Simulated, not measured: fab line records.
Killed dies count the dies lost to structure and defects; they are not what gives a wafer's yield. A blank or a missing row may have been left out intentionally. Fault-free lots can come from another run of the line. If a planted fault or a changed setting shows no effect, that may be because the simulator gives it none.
Matching of chambers | flow n5 finfet | N5_FIN_CUT_STRIP_22 on rie diel-02: 4 sister chambers
The step strips in N2/H2. 18 wafers are shown with their chamber, then 9 later ones without.

== WAFERS WITH THEIR CHAMBER ==
wafer  | chamber | throttle valve pct (%) | drypump motor current A (A) | showerhead plenum p Torr (Torr)
L074.3 | 3       | 19.0                   | 5.8                         | 3.24
L074.4 | 0       | 18.0                   | 6.7                         | 3.44
L074.6 | 2       | 19.3                   | 5.7                         | 3.20
L075.1 | 0       | 18.1                   | 6.7                         | 3.44
L075.2 | 3       | 19.0                   | 5.9                         | 3.24
L075.4 | 1       | 18.9                   | 5.7                         | 3.22
L076.2 | 2       | 19.3                   | 5.7                         | 3.20
L076.3 | 3       | 19.0                   | 5.9                         | 3.24
L076.4 | 2       | 19.3                   | 5.7                         | 3.20
L082.3 | 0       | 18.0                   | 6.7                         | 3.43
L082.4 | 3       | 19.0                   | 5.9                         | 3.23
L082.6 | 1       | 18.9                   | 5.8                         | 3.21
L086.2 | 2       | 19.3                   | 5.7                         | 3.19
L086.5 | 0       | 18.1                   | 6.7                         | 3.43
L086.6 | 1       | 18.9                   | 5.7                         | 3.21
L088.1 | 1       | 18.9                   | 5.7                         | 3.21
L088.2 | 0       | 18.0                   | 6.7                         | 3.42
L088.3 | 2       | 19.3                   | 5.7                         | 3.19

SIGNATURES, as means of the wafers listed above
reading                  | chamber 0 | chamber 1 | chamber 2 | chamber 3 | scatter within a chamber
throttle valve pct       | 18.040    | 18.900    | 19.300    | 19.000    | 0.0293
drypump motor current A  | 6.700     | 5.725     | 5.700     | 5.875     | 0.0327
showerhead plenum p Torr | 3.4320    | 3.2125    | 3.1960    | 3.2375    | 0.00627
Rule: a wafer's distance from a chamber is the root of the sum, over the readings, of the square of ((its reading less the chamber's mean) divided by the reading's scatter). The wafer belongs to the nearest chamber; if the next one is less than 2 further off, it can't be placed. How the scatter is found: for the shown wafers, subtract from each reading the mean of its chamber, square and add these, divide the total by (wafers less chambers), then take the root.

== WAFERS WHOSE CHAMBER IS MISSING ==
wafer  | throttle valve pct (%) | drypump motor current A (A) | showerhead plenum p Torr (Torr)
L089.2 | 19.0                   | 5.8                         | 3.22
L089.4 | 18.9                   | 5.8                         | 3.21
L089.6 | 18.1                   | 6.7                         | 3.42
L091.1 | 19.4                   | 5.7                         | 3.19
L091.2 | 18.1                   | 6.7                         | 3.42
L091.4 | 18.9                   | 5.8                         | 3.20
L095.1 | 19.3                   | 5.7                         | 3.18
L095.2 | 18.1                   | 6.7                         | 3.41
L095.4 | 19.1                   | 5.9                         | 3.22

== EACH ONE'S CHAMBER ==
wafer  | from the rows above     | in truth
L089.2 | can't be placed: 3 or 1 | 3
L089.4 | 1                       | 1
L089.6 | 0                       | 0
L091.1 | 2                       | 2
L091.2 | 0                       | 0
L091.4 | 1                       | 1
L095.1 | 2                       | 2
L095.2 | 0                       | 0
L095.4 | 3                       | 3
Placed correctly: 8 of 9. From these rows, 1 cannot be placed; in 1 the true chamber is one of the candidates. Wrongly placed: 0.
